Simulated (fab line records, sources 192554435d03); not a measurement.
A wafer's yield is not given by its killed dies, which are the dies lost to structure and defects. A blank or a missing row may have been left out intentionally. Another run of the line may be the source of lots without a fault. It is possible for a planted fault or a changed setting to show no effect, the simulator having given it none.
Chamber matching    flow n5Finfet    cvdCo-01 running N5_BEOL_M1_CO_CAP_55: 3 sister chambers
The step material Co, precursor CCTBA/H2, target thk 2 nm, time 102.1 s. 22 wafers are shown with their chamber, then 11 later ones without.

EACH WAFER AND ITS CHAMBER
wafer   chamber  heaterPowerW (W)
L074.1  1        267
L074.3  2        263
L074.5  1        266
L075.2  2        265
L075.4  2        264
L075.6  1        270
L076.1  2        268
L076.4  2        265
L076.6  0        197
L077.1  1        266
L077.4  2        276
L077.6  1        260
L083.2  2        274
L083.4  1        262
L083.6  2        272
L088.2  2        274
L088.3  1        271
L088.4  0        195
L089.1  2        269
L089.4  2        282
L089.6  0        199
L090.3  1        264

SIGNATURES, as means of the wafers listed above
reading       chamber 0  chamber 1  chamber 2  scatter within a chamber
heaterPowerW  197.00     265.75     270.18     4.93
Rule: a wafer's distance from a chamber is the root of the sum, over the readings, of the square of ((its reading less the chamber's mean) divided by the reading's scatter). If the next closest chamber is less than 2 further off than the closest, the wafer can't be placed; otherwise it belongs to the closest. The scatter: take each reading less its chamber's mean, square it, sum over the shown wafers, divide by the number of wafers less the number of chambers, and take the root.

WAFERS WITH NO CHAMBER GIVEN
wafer   heaterPowerW (W)
L090.4  265
L090.6  267
L093.2  265
L093.3  199
L093.4  267
L095.2  194
L095.5  263
L095.6  199
L096.1  273
L096.2  262
L096.5  269

WHICH CHAMBER EACH WENT THROUGH
wafer   from the rows above      in truth
L090.4  can't be placed: 1 or 2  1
L090.6  can't be placed: 1 or 2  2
L093.2  can't be placed: 1 or 2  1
L093.3  0                        0
L093.4  can't be placed: 1 or 2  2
L095.2  0                        0
L095.5  can't be placed: 1 or 2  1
L095.6  0                        0
L096.1  can't be placed: 2 or 1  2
L096.2  can't be placed: 1 or 2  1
L096.5  can't be placed: 2 or 1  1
3 of 11 placed correctly. Unplaceable from these rows: 8, with the true chamber sitting among the candidates in 8. Number placed wrongly: 0.
